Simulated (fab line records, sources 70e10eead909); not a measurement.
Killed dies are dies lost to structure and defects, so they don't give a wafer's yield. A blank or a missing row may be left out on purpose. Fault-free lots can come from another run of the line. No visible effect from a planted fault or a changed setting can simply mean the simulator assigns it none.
Struck lot and sound lot, side by side    flow nand-harc    12 out of 1302 route steps
Sound: these wafers, L784.2, L784.3, L784.5. Wafers L772.1, L772.2, L772.3 were the ones struck. At the end, the cause is stated.
Per side, at each step with rows, come the tool, then ch with its chambers, and then its first start. Under that, the readings that differ: sound wafers    struck wafers    difference of the means    sigmas: that difference in standard deviations of wafers without a fault.
alike: words and numbers the same on both sides, and readings whose means are apart by under 2 such deviations; not compared: readings that were withheld, readings missing a value for some wafer, numbers with overlapping values and no deviation given by the record, and bounds like >300 which may hide the same value.
A row with sigmas, a row that says differs or no value, or rows on one side alone: a step with any of these is where the two part. Non-overlapping numbers with no deviation appear without sigmas and do not part them. A reading that every wafer of one side lacks parts them only if that side has two wafers or more.

first, 3 steps without rows for these wafers: NHARC_A_STAIRCASE_PEB_182 (peb time 130 s); NHARC_A_STAIRCASE_DEVELOP_183 (time 140 s); NHARC_A_STAIRCASE_HARDBAKE_185 (time 140 s).
NHARC_A_STAIRCASE_DESCUM_186: chemistry O2, time 3 s.
  sound on rie-diel-09 ch 0,1,2, day 23 02:25; struck on rie-diel-09 ch 1,2,3, day 18 01:53
  alike: drypump-motor-current-A, oes-product-au, rf-vpp-V, showerhead-plenum-p-Torr, throttle-valve-pct
  not compared: rf-hours-counter-h
NHARC_A_STAIRCASE_TRIM_187: chemistry O2, time 211.2 s.
  sound on rie-diel-09 ch 0,2, day 23 02:30; struck on rie-diel-09 ch 0,1,2, day 18 01:58
  alike: drypump-motor-current-A, oes-product-au, rf-vpp-V, showerhead-plenum-p-Torr, throttle-valve-pct
  not compared: rf-hours-counter-h
NHARC_A_STAIRCASE_ETCH_188: etches the open film in C4F8/O2, target depth 100 nm, time 40.5 s.
  sound: rie-diel-09 ch 0,2; struck: rie-diel-09 ch 0,2,3
  alike: bias-w, oes-product-au, rf-fwd-power-W, rf-vpp-V, run-length-s
  not compared: rf-hours-counter-h
then, 3 steps without rows for these wafers: NHARC_A_STAIRCASE_TRIM_189 (chemistry O2, time 211.2 s); NHARC_A_STAIRCASE_ETCH_190 (etches the open film in C4F8/O2, target depth 100 nm, time 40.5 s); NHARC_A_STAIRCASE_TRIM_191 (chemistry O2, time 211.2 s).
NHARC_A_STAIRCASE_ETCH_192: etches the open film in C4F8/O2, target depth 100 nm, time 40.5 s.
  sound: rie-diel-09 ch 2,3; struck: rie-diel-09 ch 0,1,3
  alike: bias-w, oes-product-au, rf-fwd-power-W, rf-vpp-V, run-length-s
  not compared: rf-hours-counter-h
NHARC_A_STAIRCASE_TRIM_193: chemistry O2, time 211.2 s.
  sound: rie-diel-09 ch 0,1; struck: rie-diel-09 ch 0,1,2
  alike: drypump-motor-current-A, oes-product-au, rf-vpp-V, showerhead-plenum-p-Torr, throttle-valve-pct
  not compared: rf-hours-counter-h
NHARC_A_STAIRCASE_ETCH_194: etches the open film in C4F8/O2, target depth 100 nm, time 40.5 s.
  sound on rie-diel-09 ch 0,1,3, day 23 03:21; struck on rie-diel-09 ch 0,2,3, day 18 02:49
  no value came back on the struck wafers for bias-w (W), rf-fwd-power-W (W); on the sound wafers bias-w (W) reads 993.0 1005.1 1001.6
reading           sound           struck          difference  sigmas
run-length-s (s)  62.3 62.5 62.1  52.1 52.3 53.3  -9.7        -20
  alike: oes-product-au, rf-vpp-V
  not compared: rf-hours-counter-h

WHERE THEY PART
Within this record, at NHARC_A_STAIRCASE_ETCH_194 only.

WHY: what had been put in by the simulator
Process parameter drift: rie-diel-09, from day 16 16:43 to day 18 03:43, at NHARC_A_STAIRCASE_ETCH_194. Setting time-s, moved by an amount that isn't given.
